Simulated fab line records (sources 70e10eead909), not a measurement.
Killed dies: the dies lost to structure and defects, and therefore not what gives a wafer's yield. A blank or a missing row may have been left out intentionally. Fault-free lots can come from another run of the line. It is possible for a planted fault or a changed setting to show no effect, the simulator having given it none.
fab line records | flow nand_harc
record: lots: 5 wafers: 15 last_day: 27
route steps=1159 shown P_CONTACT@236 END@1159
lots that met no fault: from a run of the same line without faults
start_h: start of the lot's first displayed wafer, in hours after the record's first day | wait_h: how many hours have passed since the lot's step before this one | " unchanged from the row above | L1.1+2: one row covering several wafers at once | - either no value or no given start | * or withheld: withheld | < > ~ a bound
route shown NAME@n: names a module that has steps shown in the file, with the first one's number in the route | usual: the fault-free wafers' mean and standard deviation | same: alike in all rows | chamber/n: place in a boat | sites: the reading at each site | _std_site: standard deviation of those values | _edge_site: the outer-site mean with the inner-site mean subtracted | radius_mm: how far each site lies from the wafer's centre | mask NAME#n: copy n | behind: tool/chamber where the wafer was last shaped | hold: what put the lot on hold/how long, in hours/how the hold closed | device: transistor that didn't switch, given as n, p or np | end of line: tests of these same wafers at the route's end | for a step that has no rows: nothing shown but its recipe | killed: at the first sort, the dies lost to defects and structure; wafer yield is something else | map: shows each die of a wafer: x if killed, . if not, _ if none is there
set.NAME: the setting that was run; set.NAME@STEP: the one run at that earlier step | model.NAME: the simulator's own value behind a step, which no gauge read
lots at selected steps of the route; one table per step, one row per wafer
services: a tool's chamber out of use, with start hour (start_h, from the record's first day; less than 0 if before it), hours out, and reason
== steps ==
step: NHARC_P_CONTACT_ETCH_35
recipe: target_depth_a: 390 over_etch_frac: 0.3 time_s: 65 ion_energy_ev: 80 cf4_flow_sccm: 150 ar_flow_sccm: 0 rf_w: 300 bias_w: 100 chemistry: CF4
usual: drypump_motor_current_A: 5.5/0.34 oes_product_au: 0.999/0.0076 rf_vpp_V: 151.6/1.4 showerhead_plenum_p_Torr: 1.80/0.084 throttle_valve_pct: 13.284/0.0093
columns lot.wafer tool chamber start_h wait_h drypump_motor_current_A oes_product_au rf_hours_counter_h rf_vpp_V showerhead_plenum_p_Torr throttle_valve_pct
L280.3 rie_diel-08 1 150.52 0.1 5.2 1.008 1 151.6 1.81 13.283
L280.6 " 2 " " 5.9 1.006 - 153.1 1.89 13.293
L280.5 " 3 " " 5.5 1.001 - 151.5 1.83 13.291
L283.1 rie_diel-08 1 165.27 0.1 5.2 1.011 4 152.1 1.81 13.282
L283.4 " 3 " " 5.5 1.007 3 150.5 1.83 13.278
L283.2 " 0 " " 5.3 0.996 3 150.8 1.75 13.260
L295.4 rie_diel-06 0 238.35 0.1 5.8 0.997 19 150.9 1.65 13.288
L295.3 " 1 " " 6.1 0.998 14 153.5 1.89 13.267
L295.5 " 1 " " 6.1 1.004 - 150.9 1.89 13.295
L296.3 rie_diel-06 0 240.73 0.1 5.8 0.988 19 150.5 1.65 13.290
L296.1 " 2 " " 5.6 0.986 18 151.0 1.76 13.284
L296.4 " 3 " " 5.1 0.996 20 152.1 1.88 13.274
L297.1 rie_diel-06 0 257.60 0.1 5.8 1.015 1 149.7 1.65 13.279
L297.2 " 2 " " 5.6 1.002 1 151.8 1.76 13.285
L297.5 " 0 " " 5.8 1.008 - 150.0 1.65 13.292
step: NHARC_P_CONTACT_ETCH_36
recipe: target_depth_a: 2600 over_etch_frac: 0.25 time_s: 406.25 ion_energy_ev: 200 n2_flow_sccm: 150 h2_flow_sccm: 150 ar_flow_sccm: 0 rf_w: 400 bias_w: 150 chemistry: N2/H2
usual: drypump_motor_current_A: 5.5/0.33 h2_flow_sccm: 150.0/0.46 oes_product_au: 0.997/0.0079 rf_vpp_V: 431.7/2.9 showerhead_plenum_p_Torr: 2.08/0.11 throttle_valve_pct: 14.172/0.0096
columns lot.wafer tool chamber start_h wait_h drypump_motor_current_A h2_flow_sccm oes_product_au rf_hours_counter_h rf_vpp_V showerhead_plenum_p_Torr throttle_valve_pct
L280.3 rie_diel-08 1 - - 5.2 149.3 1.005 2 432.4 2.09 14.160
L280.5 " 1 " " 5.2 149.2 1.001 - 430.9 2.09 14.173
L280.6 " 2 " " 5.9 150.6 0.996 - 435.0 2.19 14.171
L283.2 rie_diel-08 2 - - 5.9 150.2 1.004 3 434.3 2.19 14.161
L283.4 " 3 " " 5.5 149.7 0.993 3 433.3 2.11 14.167
L283.1 " 0 " " 5.3 150.0 0.998 3 430.5 2.02 14.177
L295.3 rie_diel-06 2 - - 5.6 150.4 0.998 17 431.6 2.03 14.179
L295.4 " 3 " " 5.2 150.2 1.001 20 434.6 2.18 14.163
L295.5 " 3 " " 5.2 150.2 1.006 - 434.1 2.18 14.170
L296.1 rie_diel-06 1 - - 6.1 149.9 1.000 15 434.0 2.20 14.165
L296.4 " 2 " " 5.6 150.1 0.983 18 430.5 2.03 14.175
L296.3 " 3 " " 5.1 149.7 0.999 20 434.4 2.18 14.165
L297.2 rie_diel-06 3 - - 5.2 150.0 0.992 1 432.9 2.18 14.165
L297.1 " 2 " " 5.6 150.2 0.998 1 430.4 2.03 14.159
L297.5 " 3 " " 5.2 150.4 0.990 - 434.4 2.18 14.157
step: NHARC_P_CONTACT_ETCH_18
recipe: target_depth_a: 4810 time_s: 240.5 c4f8_flow_sccm: 20 o2_flow_sccm: 10 ar_flow_sccm: withheld rf_w: 600 bias_w: 1500 chemistry: C4F8/O2/Ar
step: NHARC_P_CONTACT_STRIP_37
recipe: c4f8_flow_sccm: withheld o2_flow_sccm: 8 ar_flow_sccm: withheld bias_w: 0 chemistry: C4F8/O2/Ar
step: NHARC_P_CONTACT_ETCH_31
recipe: target_depth_a: 300 time_s: 85.7 ion_energy_ev: 120 over_etch_frac: 1 ch3f_flow_sccm: 50 o2_flow_sccm: 30 ar_flow_sccm: 200 rf_w: 500 bias_w: 100 chemistry: CH3F/O2
usual: drypump_motor_current_A: 5.5/0.34 oes_product_au: 0.982/0.0087 rf_vpp_V: 245.0/1.8 showerhead_plenum_p_Torr: 2.50/0.12 throttle_valve_pct: 20.663/0.0097
columns lot.wafer tool chamber start_h wait_h drypump_motor_current_A oes_product_au rf_hours_counter_h rf_vpp_V showerhead_plenum_p_Torr throttle_valve_pct
L280.3 rie_diel-08 1 - - 5.2 0.984 2 245.0 2.52 20.668
L280.6 " 0 " " 5.3 0.977 - 245.2 2.44 20.654
L280.5 " 1 " " 5.2 0.985 - 244.9 2.52 20.654
L283.4 rie_diel-08 1 - - 5.2 0.983 4 244.6 2.52 20.657
L283.2 " 2 " " 5.9 0.982 4 246.6 2.63 20.670
L283.1 " 3 " " 5.5 0.976 3 246.2 2.54 20.651
L295.3 rie_diel-06 1 - - 6.1 0.990 15 246.5 2.64 20.654
L295.4 " 2 " " 5.6 0.980 17 245.1 2.45 20.674
L295.5 " 1 " " 6.1 0.991 - 246.6 2.64 20.672
L296.4 rie_diel-08 2 241.38 0.1 5.9 0.986 11 247.6 2.62 20.648
L296.1 " 0 " " 5.3 0.998 10 244.2 2.43 20.656
L296.3 " 1 " " 5.2 1.001 10 244.8 2.51 20.657
L297.1 rie_diel-06 0 - - 5.8 0.992 1 242.7 2.29 20.671
L297.2 " 2 " " 5.6 0.984 1 243.9 2.45 20.666
L297.5 " 0 " " 5.8 0.981 - 241.3 2.29 20.659
step: NHARC_P_CONTACT_CD_MEAS_19
usual: cd_nm: 89.1/1.1
columns lot.wafer tool chamber start_h wait_h cd_nm
L280.3 cd_sem-02 - 151.30 - 87.4
L280.5 " - " " 89.9
L280.6 " - " " 89.5
L283.1 cd_sem-03 - 166.07 - 90.2
L283.2 " - " " 89.3
L283.4 " - " " 88.4
L295.3 cd_sem-03 - 239.15 - 89.9
L295.4 " - " " 90.0
L295.5 " - " " 90.1
L296.1 cd_sem-01 - 241.51 - 87.5
L296.3 " - " " 88.0
L296.4 " - " " 87.1
L297.1 cd_sem-02 - 258.41 - 89.9
L297.2 " - " " 88.4
L297.5 " - " " 88.9
step: NHARC_P_CONTACT_STRIP_28
recipe: o2_flow_sccm: 500 ar_flow_sccm: 0 bias_w: 0 chemistry: O2
usual: drypump_motor_current_A: 5.6/0.33 oes_product_au: 0.998/0.007 rf_vpp_V: 58.1/0.95 showerhead_plenum_p_Torr: 3.59/0.16 throttle_valve_pct: 17.037/0.0091
columns lot.wafer tool chamber start_h wait_h drypump_motor_current_A oes_product_au rf_hours_counter_h rf_vpp_V showerhead_plenum_p_Torr throttle_valve_pct
L280.3 rie_diel-06 0 151.41 0.1 5.9 0.990 8 57.0 3.30 17.021
L280.6 " 1 " " 6.1 0.996 - 58.8 3.78 17.026
L280.5 " 2 " " 5.6 0.988 - 57.2 3.52 17.035
L283.2 rie_diel-08 0 166.15 0.1 5.3 0.992 4 58.9 3.50 17.020
L283.4 " 1 " " 5.2 1.013 4 59.0 3.61 17.034
L283.1 " 3 " " 5.5 0.990 3 59.1 3.65 17.051
L295.3 rie_diel-06 3 239.25 0.1 5.2 0.996 20 58.8 3.75 17.039
L295.4 " 0 " " 5.8 1.000 19 57.3 3.30 17.047
L295.5 " 1 " " 6.1 1.000 - 55.6 3.77 17.034
L296.3 rie_diel-08 0 241.59 0.1 5.3 0.997 10 57.7 3.49 17.035
L296.4 " 1 " " 5.2 1.007 10 58.0 3.61 17.050
L296.1 " 2 " " 5.9 0.993 11 57.8 3.76 17.042
L297.2 rie_diel-06 2 258.48 0.1 5.6 0.982 1 58.6 3.52 17.031
L297.1 " 3 " " 5.2 0.988 1 58.0 3.75 17.017
L297.5 " 2 " " 5.6 0.994 - 58.1 3.52 17.049
step: NHARC_P_CONTACT_STRIP_29
recipe: time_s: 1200 temp_c: 72.5 chemistry: post_etch_residue_remover
step: NHARC_P_CONTACT_DEGAS_38
recipe: temp_c: 300 time_s: 60
step: NHARC_P_CONTACT_PRE_CLEAN_39
recipe: time_s: 19.5 bias_v: 250 gas: Ar
step: NHARC_P_CONTACT_PVD_32
recipe: target_thk_a: 50 chamber_pressure_pa: 5 power_w: 5000 substrate_temp_c: 200 time_s: 17.7 material: Ti
usual: throttle_valve_pct: 29.8/1
columns lot.wafer tool chamber start_h wait_h throttle_valve_pct
L280.3 pvd_sputter-01 - - - 30.9
L280.6 " - " " 30.7
L280.5 " - " " 28.3
L283.2 pvd_sputter-02 - - - 29.5
L283.1 " - " " 30.3
L283.4 " - " " 30.3
L295.4 pvd_sputter-03 - - - 29.1
L295.3 " - " " 29.0
L295.5 " - " " 29.2
L296.1 pvd_sputter-01 - - - 28.2
L296.4 " - " " 31.3
L296.3 " - " " 28.5
L297.1 pvd_sputter-01 - - - 28.5
L297.2 " - " " 27.9
L297.5 " - " " 30.4
step: NHARC_P_CONTACT_ALD_22
recipe: target_thk_a: 30 pulse_time_s: 1 ald_cycles: 150 temp_c: 450 material: TiN
step: NHARC_P_CONTACT_CVD_23
recipe: target_thk_a: 2000 temp_c: 300 pressure_torr: 40 wf6_flow_sccm: 40 h2_flow_sccm: 1600 ar_flow_sccm: 1560 time_s: 557 material: W
usual: heater_power_outer_w: 253/23 heater_power_w: 452/32 throttle_valve_pct: 8.01/0.22
columns lot.wafer tool chamber start_h wait_h heater_power_outer_w heater_power_w since_wet_clean_h throttle_valve_pct
L280.3 cvd_w-02 0 157.03 - 259 492 - 8.38
L280.5 " 1 " " 241 440 - 7.74
L280.6 " 0 " " 261 511 - 8.41
L283.2 cvd_w-01 1 167.51 - 277 462 43 7.81
L283.1 " 0 " " 225 408 43 8.09
L283.4 " 1 " " 280 456 - 7.82
L295.3 cvd_w-02 0 240.87 - 272 500 - 8.12
L295.4 " 1 " " 246 461 - 8.19
L295.5 " 0 " " 267 502 - 8.20
L296.1 cvd_w-01 1 242.80 - 278 455 119 7.85
L296.4 " 0 " " 220 406 - 8.09
L296.3 " 1 " " 280 451 - 8.01
L297.1 cvd_w-02 0 259.60 - 269 510 50 8.20
L297.2 " 1 " " 242 466 50 8.22
L297.5 " 0 " " 267 496 - 8.46
step: NHARC_P_CONTACT_CMP_24
recipe: t_overpolish_s: 30 target_thk_nm: 200
usual: motor_current_A: 12.1/1.3 overpolish_run_s: 30.000/0.0093 slurry_filter_dp_kPa: 13.50/0.15 time_to_endpoint_s: 39.2/2.3
columns lot.wafer tool chamber start_h wait_h motor_current_A overpolish_run_s slurry_filter_dp_kPa time_to_endpoint_s
L280.3 cmp-01 1 157.41 0.3 13.0 30.008 13.77 36.8
L280.5 " 1 " " 13.6 29.992 13.36 37.4
L280.6 " 2 " " 13.5 30.001 13.73 37.6
L283.1 cmp-02 3 168.16 0.5 12.1 30.014 13.62 33.6
L283.4 " 0 " " 13.2 29.997 13.48 32.2
L283.2 " 2 " " 10.5 30.005 13.47 31.6
L295.4 cmp-03 1 241.34 0.3 13.3 30.008 13.46 39.9
L295.3 " 2 " " 12.4 29.983 13.77 41.2
L295.5 " 1 " " 12.7 29.989 13.65 41.2
L296.4 cmp-01 2 243.39 0.4 13.0 30.004 13.48 39.1
L296.1 " 0 " " 9.8 29.998 13.34 38.7
L296.3 " 1 " " 13.4 30.013 13.38 38.3
L297.2 cmp-01 0 260.27 0.5 10.4 29.991 13.62 39.8
L297.1 " 1 " " 13.0 29.989 13.45 36.9
L297.5 " 1 " " 13.2 30.008 13.60 39.2
step: NHARC_END_SORT_01
recipe: temp_c: 25
usual: killed_at_array: 28/11 killed_at_other: 0.9/1.2 killed_at_periphery: 2.6/2.1 killed_dies: 31/11 killed_open: 3.1/1.7 killed_short: 1.9/1.3
same: gross_dies: 677
columns lot.wafer tool chamber start_h wait_h killed_at_array killed_at_other killed_at_periphery killed_dies killed_open killed_short
L283.1 prober-01 0 556.79 2.5 13 0 1 14 3 3
L283.2 prober-01 0 557.59 2.8 15 4 5 24 3 3
L283.4 prober-01 0 559.19 3.4 15 1 2 18 5 1
L280.3 prober-02 0 573.94 3.1 14 0 1 15 1 3
L280.5 prober-02 0 575.55 3.7 20 2 1 23 3 3
L280.6 prober-02 0 576.36 4.0 17 1 3 21 3 2
killed by level:class
L283.1 A_CHANNEL_HOLE_D1:chamber_film_flake=3 A_CONTACT:geometric_particle:short=2 A_CONTACT:chamber_film_flake=2 A_ONON_D1:geometric_particle:open=1 A_CHANNEL_FILL_D1:geometric_particle:short=1 A_WL_FILL:geometric_particle:open=1 A_CONTACT:geometric_particle:open=1 P_M0:chamber_film_flake=1
L283.2 A_CHANNEL_HOLE_D1:chamber_film_flake=4 THIN_TSV:chamber_film_flake=4 A_ZERO_WELL:chamber_film_flake=3 P_CONTACT:geometric_particle:open=1 A_CHANNEL_FILL_D1:geometric_particle:short=1 A_WL_FILL:geometric_particle:short=1 A_CONTACT:geometric_particle:open=1 A_M0:geometric_particle:open=1
L283.4 A_CHANNEL_HOLE_D1:chamber_film_flake=5 A_WL_FILL:chamber_film_flake=3 P_CONTACT:geometric_particle:open=2 A_CONTACT:chamber_film_flake=2 A_CHANNEL_FILL_D1:geometric_particle:open=1 A_WL_FILL:geometric_particle:open=1 A_CONTACT:geometric_particle:open=1 A_CONTACT:geometric_particle:short=1
L280.3 A_CONTACT:chamber_film_flake=6 A_CHANNEL_HOLE_D1:chamber_film_flake=2 A_STAIRCASE:chamber_film_flake=2 P_GATE:geometric_particle:short=1 A_ONON_D1:geometric_particle:short=1 A_SGD_CUT:geometric_particle:open=1 A_WL_FILL:geometric_particle:short=1 A_CHANNEL_FILL_D1:chamber_film_flake=1
L280.5 A_CHANNEL_HOLE_D1:chamber_film_flake=5 A_STAIRCASE:chamber_film_flake=5 A_CHANNEL_FILL_D1:chamber_film_flake=3 A_CONTACT:chamber_film_flake=2 P_M0:geometric_particle:open=1 A_WL_FILL:geometric_particle:short=1 A_CONTACT:geometric_particle:short=1 A_BLC:geometric_particle:open=1
L280.6 A_CHANNEL_HOLE_D1:chamber_film_flake=7 A_STAIRCASE:chamber_film_flake=4 A_CONTACT:chamber_film_flake=3 P_M0:geometric_particle:open=1 P_M2:geometric_particle:open=1 A_CHANNEL_HOLE_D1:geometric_particle:short=1 A_WL_FILL:geometric_particle:short=1 STARTING-WAFER:geometric_particle:open=1
== services ==
columns tool chamber start_h hours kind
cmp-02 - 128.50 4.0 pm
pvd_sputter-02 - 140.30 20.0 repair
rie_diel-06 0 146.78 - clean
cmp-03 - 156.00 4.0 pm
pvd_sputter-01 - 158.00 10.0 pm
rie_diel-08 - 159.65 0.1 repair
cmp-03 - 160.02 0.3 repair
rie_diel-06 2 165.20 3.2 repair
rie_diel-06 2 169.35 5.5 repair
rie_diel-06 1 183.93 2.6 repair
cmp-02 - 185.28 1.5 repair
rie_diel-06 1 190.50 16.4 repair
cvd_w-02 - 197.08 13.0 pm
cmp-01 - 198.27 10.9 repair
pvd_sputter-03 - 204.12 0.7 repair
pvd_sputter-02 - 214.00 10.0 pm
cmp-01 - 217.85 2.2 repair
cmp-02 - 226.50 4.0 pm
cmp-01 - 240.85 0.6 repair
rie_diel-06 - 241.28 9.0 pm
pvd_sputter-02 - 246.93 1.6 repair
rie_diel-06 - 251.75 0.6 repair
cmp-03 - 254.00 4.0 pm
rie_diel-08 2 258.79 7.1 repair
== key ==
first_sign: step: NHARC_P_CONTACT_CMP_24 reading: time_to_endpoint_s direction: down sigmas: 3.1 usual: * struck: *
effect none on later readings
met_at NHARC_P_CONTACT_CVD_23
struck_wafers L283.2,L283.4
tester_left_out L283
fault: kind: process_parameter_drift tool: cvd_w-01 chamber: - onset_h: 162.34 steps: NHARC_P_CONTACT_CVD_23 channel: target_thk_a offset: * shape: step end_h: 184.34 scope: struck_wafers_only acts_in: * stated: *
tester_left_out: of these lots the tester's yield and bins aren't shown, on N5 and GAA mostly nor the transistor test; their killed dies are dies lost to structure and defects alone, not to doping, threshold or leakage, so they don't give the yield
